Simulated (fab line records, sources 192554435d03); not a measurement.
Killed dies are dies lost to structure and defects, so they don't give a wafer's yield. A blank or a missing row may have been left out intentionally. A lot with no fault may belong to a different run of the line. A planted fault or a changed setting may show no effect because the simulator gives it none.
Matching of chambers || flow n5-finfet || rie-diel-06 running N5_BEOL_M6_DESCUM_16: 3 sister chambers
The step chemistry O2, time 7.9 s. 3 wafers are shown with their chamber, then 5 later ones without.

## WAFERS, EACH WITH ITS CHAMBER
{"wafer": "L077.3", "chamber": 0, "throttle-valve-pct (%)": 20.45}
{"wafer": "L082.2", "chamber": 1, "throttle-valve-pct (%)": 20.02}
{"wafer": "L082.3", "chamber": 2, "throttle-valve-pct (%)": 20.53}

## WAFERS WITH NO CHAMBER GIVEN
{"wafer": "L086.1", "throttle-valve-pct (%)": 20.47}
{"wafer": "L086.3", "throttle-valve-pct (%)": 20.52}
{"wafer": "L096.1", "throttle-valve-pct (%)": 20.52}
{"wafer": "L096.3", "throttle-valve-pct (%)": 20.56}
{"wafer": "L096.5", "throttle-valve-pct (%)": 20.06}

## THE CHAMBER EACH PASSED THROUGH
{"wafer": "L086.1", "from the rows above": "can't be placed: 0 or 2", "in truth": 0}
{"wafer": "L086.3", "from the rows above": 2, "in truth": 2}
{"wafer": "L096.1", "from the rows above": 2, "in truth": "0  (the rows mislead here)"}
{"wafer": "L096.3", "from the rows above": 2, "in truth": 2}
{"wafer": "L096.5", "from the rows above": 1, "in truth": 1}
Correctly placed: 3 of 5. From these rows, 1 cannot be placed; in 1 the true chamber is one of the candidates. 1 placed wrongly.
How it was worked out, from the rows above alone: a wafer's distance from a chamber is the root of the sum, over the readings, of the square of ((its reading less the chamber's mean) divided by the reading's scatter). The wafer belongs to the nearest chamber; if the next one is less than 2 further off, it can't be placed. The mean given for a chamber averages the wafers shown for that chamber. The scatter (one wafer shown for each chamber): square how far every hidden wafer sits from the nearest shown wafer, average those squares and take the square root.
